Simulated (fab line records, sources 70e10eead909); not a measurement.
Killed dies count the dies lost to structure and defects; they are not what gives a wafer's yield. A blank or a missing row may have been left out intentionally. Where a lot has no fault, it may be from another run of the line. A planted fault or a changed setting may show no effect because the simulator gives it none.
Which of the tools did it? :: flow nand-harc :: 11 lots, 33 wafers sampled, at 7 steps of a route of 1302

## WHAT EACH GAUGE READ, for each wafer
NHARC_P_CONTACT_CD_MEAS_12 targets a cd of 90 nm. Usual: cd-nm reads 90.3 nm (standard deviation 0.63).
lot: L534
measured: day 6 01:40
on: cd-sem-01
cd-nm (nm): 90.2 88.8 90.4
flag: 

lot: L536
measured: day 6 18:33
on: cd-sem-01
cd-nm (nm): 91.2 90.4 91.1
flag: 

lot: L537
measured: day 7 03:44
on: cd-sem-01
cd-nm (nm): 91.0 90.6 91.1
flag: 

lot: L535
measured: day 8 08:38
on: cd-sem-02
cd-nm (nm): 89.9 90.5 89.7
flag: 

lot: L541
measured: day 8 19:20
on: cd-sem-01
cd-nm (nm): 68.9 69.1 70.5
flag: OFF

lot: L545
measured: day 10 19:49
on: cd-sem-01
cd-nm (nm): 91.2 90.4 90.7
flag: 

lot: L548
measured: day 11 20:04
on: cd-sem-03
cd-nm (nm): 91.1 89.9 90.4
flag: 

lot: L552
measured: day 13 03:22
on: cd-sem-01
cd-nm (nm): 89.7 90.5 90.3
flag: 

lot: L553
measured: day 13 15:52
on: cd-sem-01
cd-nm (nm): 90.6 89.8 89.6
flag: 

lot: L554
measured: day 14 05:40
on: cd-sem-01
cd-nm (nm): 91.1 90.6 90.9
flag: 

lot: L557
measured: day 15 08:40
on: cd-sem-03
cd-nm (nm): 90.1 90.6 89.9
flag: 

NHARC_P_CONTACT_OVL_MEAS_13. Usual: overlay-x-nm 0.0 nm, standard deviation 0.74; overlay-y-nm -0.1 nm, standard deviation 0.95.
lot: L534
measured: day 6 01:46
on: overlay-02
overlay-x-nm (nm): -0.9 -0.5 -1.2
overlay-y-nm (nm): -0.4 -1.0 -0.3
flag: 

lot: L536
measured: day 6 18:38
on: overlay-01
overlay-x-nm (nm): 0.0 1.0 0.2
overlay-y-nm (nm): 0.5 -0.2 -0.1
flag: 

lot: L537
measured: day 7 03:50
on: overlay-01
overlay-x-nm (nm): 1.0 0.8 1.1
overlay-y-nm (nm): -0.5 0.4 -0.4
flag: 

lot: L535
measured: day 8 08:43
on: overlay-02
overlay-x-nm (nm): 0.3 0.1 0.4
overlay-y-nm (nm): -2.5 -2.3 -1.7
flag: 

lot: L541
measured: day 8 19:25
on: overlay-02
overlay-x-nm (nm): 0.8 0.7 0.7
overlay-y-nm (nm): 0.0 -0.2 -0.5
flag: 

lot: L545
measured: day 10 19:55
on: overlay-01
overlay-x-nm (nm): -0.4 0.0 -0.3
overlay-y-nm (nm): -1.6 -0.8 -1.0
flag: 

lot: L548
measured: day 11 20:10
on: overlay-01
overlay-x-nm (nm): 0.0 0.2 0.5
overlay-y-nm (nm): -0.5 -0.3 -0.8
flag: 

lot: L552
measured: day 13 03:27
on: overlay-01
overlay-x-nm (nm): -0.3 -0.6 -0.8
overlay-y-nm (nm): 0.6 0.6 0.6
flag: 

lot: L553
measured: day 13 15:56
on: overlay-01
overlay-x-nm (nm): -0.5 -0.1 0.5
overlay-y-nm (nm): -0.2 -0.6 -0.7
flag: 

lot: L554
measured: day 14 05:45
on: overlay-01
overlay-x-nm (nm): -1.2 -1.4 -0.9
overlay-y-nm (nm): -0.8 -1.3 -1.0
flag: 

lot: L557
measured: day 15 08:45
on: overlay-01
overlay-x-nm (nm): 2.1 1.6 1.8
overlay-y-nm (nm): 0.4 1.2 0.6
flag: 

NHARC_P_CONTACT_CD_MEAS_19. Usual: cd-nm reads 89.3 nm (standard deviation 1.6).
lot: L534
measured: day 6 02:43
on: cd-sem-01
cd-nm (nm): 89.5 90.3 89.4
flag: 

lot: L536
measured: day 6 19:37
on: cd-sem-03
cd-nm (nm): 92.0 90.2 91.2
flag: 

lot: L537
measured: day 7 04:48
on: cd-sem-02
cd-nm (nm): 88.5 91.3 91.7
flag: 

lot: L535
measured: day 8 09:50
on: cd-sem-03
cd-nm (nm): 86.6 89.8 90.0
flag: 

lot: L541
measured: day 8 20:23
on: cd-sem-02
cd-nm (nm): 66.5 68.4 67.2
flag: OFF

lot: L545
measured: day 10 20:53
on: cd-sem-01
cd-nm (nm): 87.3 90.1 87.9
flag: 

lot: L548
measured: day 11 21:08
on: cd-sem-03
cd-nm (nm): 88.3 89.9 90.3
flag: 

lot: L552
measured: day 13 04:25
on: cd-sem-02
cd-nm (nm): 88.7 89.5 90.4
flag: 

lot: L553
measured: day 13 16:55
on: cd-sem-01
cd-nm (nm): 89.0 89.0 87.2
flag: 

lot: L554
measured: day 14 06:43
on: cd-sem-01
cd-nm (nm): 90.2 88.8 90.8
flag: 

lot: L557
measured: day 15 09:43
on: cd-sem-02
cd-nm (nm): 91.7 90.3 90.3
flag: 

NHARC_END_SORT_01. Usual: killed-at-array 55, standard deviation 22; killed-at-other 1.1, standard deviation 1.4; killed-at-periphery 4, standard deviation 3.2; killed-dies 59, standard deviation 22; killed-open 3.3, standard deviation 1.8; killed-short 2.5, standard deviation 1.5.
lot: L541
measured: day 27 14:55
on: prober-02
killed-at-array: 21 22 19
killed-at-other: 1 0 0
killed-at-periphery: 615 623 626
killed-dies: 637 645 645
killed-open: 3 4 2
killed-short: 4 1 3
flag: OFF

## WHICH TOOL RAN EACH LOT (tool, then ch and the chambers of the sampled wafers, then the start)
lot: L534
NHARC_P_CONTACT_DEP_00: pecvd-03 ch 0,2, day 6 01:32 or earlier
NHARC_P_CONTACT_EXPOSE_09: arfi-scanner-02 ch 0, day 6 01:32
NHARC_P_CONTACT_ETCH_36: rie-diel-03 ch 0,1,3, day 6 02:43 or earlier

lot: L536
NHARC_P_CONTACT_DEP_00: pecvd-03 ch 0,1, day 6 18:25 or earlier
NHARC_P_CONTACT_EXPOSE_09: arfi-scanner-02 ch 0, day 6 18:25
NHARC_P_CONTACT_ETCH_36: rie-diel-08 ch 0,3, day 6 19:37 or earlier

lot: L537
NHARC_P_CONTACT_DEP_00: pecvd-01 ch 0,1,2, day 7 03:37 or earlier
NHARC_P_CONTACT_EXPOSE_09: arfi-scanner-03 ch 0, day 7 03:37
NHARC_P_CONTACT_ETCH_36: rie-diel-08 ch 1,3, day 7 04:48 or earlier

lot: L535
NHARC_P_CONTACT_DEP_00: pecvd-03 ch 0,1,2, day 8 08:29 or earlier
NHARC_P_CONTACT_EXPOSE_09: arfi-scanner-02 ch 0, day 8 08:29
NHARC_P_CONTACT_ETCH_36: rie-diel-08 ch 0,1,2, day 8 09:50 or earlier

lot: L541
NHARC_P_CONTACT_DEP_00: pecvd-01 ch 0,1,2, day 8 19:11 or earlier
NHARC_P_CONTACT_EXPOSE_09: arfi-scanner-01 ch 0, day 8 19:11
NHARC_P_CONTACT_ETCH_36: rie-diel-03 ch 0,2,3, day 8 20:23 or earlier

lot: L545
NHARC_P_CONTACT_DEP_00: pecvd-03 ch 0,1, day 10 18:27
NHARC_P_CONTACT_EXPOSE_09: arfi-scanner-01 ch 0, day 10 19:41
NHARC_P_CONTACT_ETCH_36: rie-diel-03 ch 2,3, day 10 20:53 or earlier

lot: L548
NHARC_P_CONTACT_DEP_00: pecvd-01 ch 0,1,2, day 11 19:56 or earlier
NHARC_P_CONTACT_EXPOSE_09: arfi-scanner-01 ch 0, day 11 19:56
NHARC_P_CONTACT_ETCH_36: rie-diel-08 ch 0,2,3, day 11 21:08 or earlier

lot: L552
NHARC_P_CONTACT_DEP_00: pecvd-01 ch 0,1,2, day 13 03:14 or earlier
NHARC_P_CONTACT_EXPOSE_09: arfi-scanner-01 ch 0, day 13 03:14
NHARC_P_CONTACT_ETCH_36: rie-diel-03 ch 1,2,3, day 13 04:25 or earlier

lot: L553
NHARC_P_CONTACT_DEP_00: pecvd-03 ch 0,1, day 13 15:43 or earlier
NHARC_P_CONTACT_EXPOSE_09: arfi-scanner-01 ch 0, day 13 15:43
NHARC_P_CONTACT_ETCH_36: rie-diel-08 ch 0,1,2, day 13 16:55 or earlier

lot: L554
NHARC_P_CONTACT_DEP_00: pecvd-02 ch 1,2, day 14 05:32 or earlier
NHARC_P_CONTACT_EXPOSE_09: arfi-scanner-01 ch 0, day 14 05:32
NHARC_P_CONTACT_ETCH_36: rie-diel-08 ch 0,1, day 14 06:43 or earlier

lot: L557
NHARC_P_CONTACT_DEP_00: pecvd-01 ch 1,2, day 15 08:31 or earlier
NHARC_P_CONTACT_EXPOSE_09: arfi-scanner-03 ch 0, day 15 08:31
NHARC_P_CONTACT_ETCH_36: rie-diel-08 ch 0,3, day 15 09:43 or earlier
- NHARC_P_CONTACT_DEP_00: deposits SiO2, target thk 500 nm.
- NHARC_P_CONTACT_EXPOSE_09: exposes mask P CA, target cd 90 nm.
- NHARC_P_CONTACT_ETCH_36: etches the open film in N2/H2, target depth 260 nm, time 406.25 s.

## AS READ BY THE TOOLS THEMSELVES (means over the sampled wafers that have a number; for cases with no such wafer, the mark the record gives instead)
NHARC_P_CONTACT_DEP_00. Usual: heater-power-w 567 W, standard deviation 110; rf-fwd-power-W 898.3 W, standard deviation 2.7; throttle-valve-pct 16.0 %, standard deviation 0.5.
lot: L534
tool: pecvd-03
heater-power-w (W): 447
rf-fwd-power-W (W): 896.1
throttle-valve-pct (%): 15.8
flag: 

lot: L536
tool: pecvd-03
heater-power-w (W): 470
rf-fwd-power-W (W): 900.3
throttle-valve-pct (%): 15.9
flag: 

lot: L537
tool: pecvd-01
heater-power-w (W): 599
rf-fwd-power-W (W): 896.8
throttle-valve-pct (%): 15.8
flag: 

lot: L535
tool: pecvd-03
heater-power-w (W): 485
rf-fwd-power-W (W): 898.8
throttle-valve-pct (%): 16.1
flag: 

lot: L541
tool: pecvd-01
heater-power-w (W): 637
rf-fwd-power-W (W): 899.1
throttle-valve-pct (%): 15.8
flag: 

lot: L545
tool: pecvd-03
heater-power-w (W): 546
rf-fwd-power-W (W): 897.4
throttle-valve-pct (%): 16.1
flag: 

lot: L548
tool: pecvd-01
heater-power-w (W): 627
rf-fwd-power-W (W): 898.1
throttle-valve-pct (%): 16.1
flag: 

lot: L552
tool: pecvd-01
heater-power-w (W): 643
rf-fwd-power-W (W): 897.6
throttle-valve-pct (%): 16.2
flag: 

lot: L553
tool: pecvd-03
heater-power-w (W): 524
rf-fwd-power-W (W): 901.6
throttle-valve-pct (%): 15.9
flag: 

lot: L554
tool: pecvd-02
heater-power-w (W): 640
rf-fwd-power-W (W): 900.0
throttle-valve-pct (%): 16.1
flag: 

lot: L557
tool: pecvd-01
heater-power-w (W): 505
rf-fwd-power-W (W): 895.5
throttle-valve-pct (%): 16.1
flag: 

NHARC_P_CONTACT_ETCH_36. Usual: drypump-motor-current-A 5.8 A, standard deviation 0.49; oes-product-au 0.997 a.u., standard deviation 0.0091; rf-fwd-power-W 399.2 W, standard deviation 1.3; rf-vpp-V 432.2 V, standard deviation 2.1; showerhead-plenum-p-Torr 2.11 Torr, standard deviation 0.07; throttle-valve-pct 14.173 %, standard deviation 0.0096.
lot: L534
tool: rie-diel-03
drypump-motor-current-A (A): 5.6
oes-product-au (a.u.): 0.999
rf-fwd-power-W (W): 399.3
rf-vpp-V (V): 433.8
showerhead-plenum-p-Torr (Torr): 2.17
throttle-valve-pct (%): 14.172
flag: 

lot: L536
tool: rie-diel-08
drypump-motor-current-A (A): 5.3
oes-product-au (a.u.): 1.000
rf-fwd-power-W (W): 399.9
rf-vpp-V (V): 430.7
showerhead-plenum-p-Torr (Torr): 2.05
throttle-valve-pct (%): 14.161
flag: 

lot: L537
tool: rie-diel-08
drypump-motor-current-A (A): 5.4
oes-product-au (a.u.): 0.999
rf-fwd-power-W (W): 397.8
rf-vpp-V (V): 430.6
showerhead-plenum-p-Torr (Torr): 2.04
throttle-valve-pct (%): 14.167
flag: 

lot: L535
tool: rie-diel-08
drypump-motor-current-A (A): 6.2
oes-product-au (a.u.): 1.003
rf-fwd-power-W (W): 398.4
rf-vpp-V (V): 432.8
showerhead-plenum-p-Torr (Torr): 2.11
throttle-valve-pct (%): 14.178
flag: 

lot: L541
tool: rie-diel-03
drypump-motor-current-A (A): 5.4
oes-product-au (a.u.): 0.988
rf-fwd-power-W (W): 398.2
rf-vpp-V (V): 431.0
showerhead-plenum-p-Torr (Torr): 2.09
throttle-valve-pct (%): 14.172
flag: 

lot: L545
tool: rie-diel-03
drypump-motor-current-A (A): 5.8
oes-product-au (a.u.): 1.005
rf-fwd-power-W (W): 399.6
rf-vpp-V (V): 431.3
showerhead-plenum-p-Torr (Torr): 2.07
throttle-valve-pct (%): 14.159
flag: 

lot: L548
tool: rie-diel-08
drypump-motor-current-A (A): 5.7
oes-product-au (a.u.): 1.005
rf-fwd-power-W (W): 398.7
rf-vpp-V (V): 431.6
showerhead-plenum-p-Torr (Torr): 2.10
throttle-valve-pct (%): 14.172
flag: 

lot: L552
tool: rie-diel-03
drypump-motor-current-A (A): 5.7
oes-product-au (a.u.): 0.995
rf-fwd-power-W (W): 399.0
rf-vpp-V (V): 431.2
showerhead-plenum-p-Torr (Torr): 2.08
throttle-valve-pct (%): 14.174
flag: 

lot: L553
tool: rie-diel-08
drypump-motor-current-A (A): 6.2
oes-product-au (a.u.): 0.996
rf-fwd-power-W (W): 399.9
rf-vpp-V (V): 432.5
showerhead-plenum-p-Torr (Torr): 2.11
throttle-valve-pct (%): 14.175
flag: 

lot: L554
tool: rie-diel-08
drypump-motor-current-A (A): 6.3
oes-product-au (a.u.): 0.998
rf-fwd-power-W (W): 398.4
rf-vpp-V (V): 432.1
showerhead-plenum-p-Torr (Torr): 2.09
throttle-valve-pct (%): 14.174
flag: 

lot: L557
tool: rie-diel-08
drypump-motor-current-A (A): 5.7
oes-product-au (a.u.): 0.990
rf-fwd-power-W (W): 398.5
rf-vpp-V (V): 431.2
showerhead-plenum-p-Torr (Torr): 2.08
throttle-valve-pct (%): 14.177
flag: 

## THE ANSWER, worked out from the rows above alone
Rule: a lot counts as off when the mean over its wafers that have a number is more than 3 standard deviations away from the usual mean. A lot without any number at a reading at which 4 lots or more have one is off too. Where the step has rows for the other lots, those lots are counted as sound. After the gauges, taken in route order, come the tools' own readings; for these a lot's mean is taken, as printed above. The first step at which some lot is off is used, and at that step the reading that is off furthest; a lot without a number counts as furthest.
Off: L541, at NHARC_P_CONTACT_CD_MEAS_12 (cd-nm).
A tool fits if, at a process step before that reading, it ran every lot that is off, and no sound lot after the first of them. The gauges at NHARC_P_CONTACT_CD_MEAS_12 aren't tried: what is off there is off at NHARC_P_CONTACT_CD_MEAS_19 too, on other tools, and a gauge's error can't cause that. Because NHARC_P_CONTACT_DEP_00 lacks a start for some lots, the hours and order of its lots are taken from NHARC_P_CONTACT_EXPOSE_09. No candidate that was tried fits.

## WHAT HAD BEEN PUT IN BY THE SIMULATOR
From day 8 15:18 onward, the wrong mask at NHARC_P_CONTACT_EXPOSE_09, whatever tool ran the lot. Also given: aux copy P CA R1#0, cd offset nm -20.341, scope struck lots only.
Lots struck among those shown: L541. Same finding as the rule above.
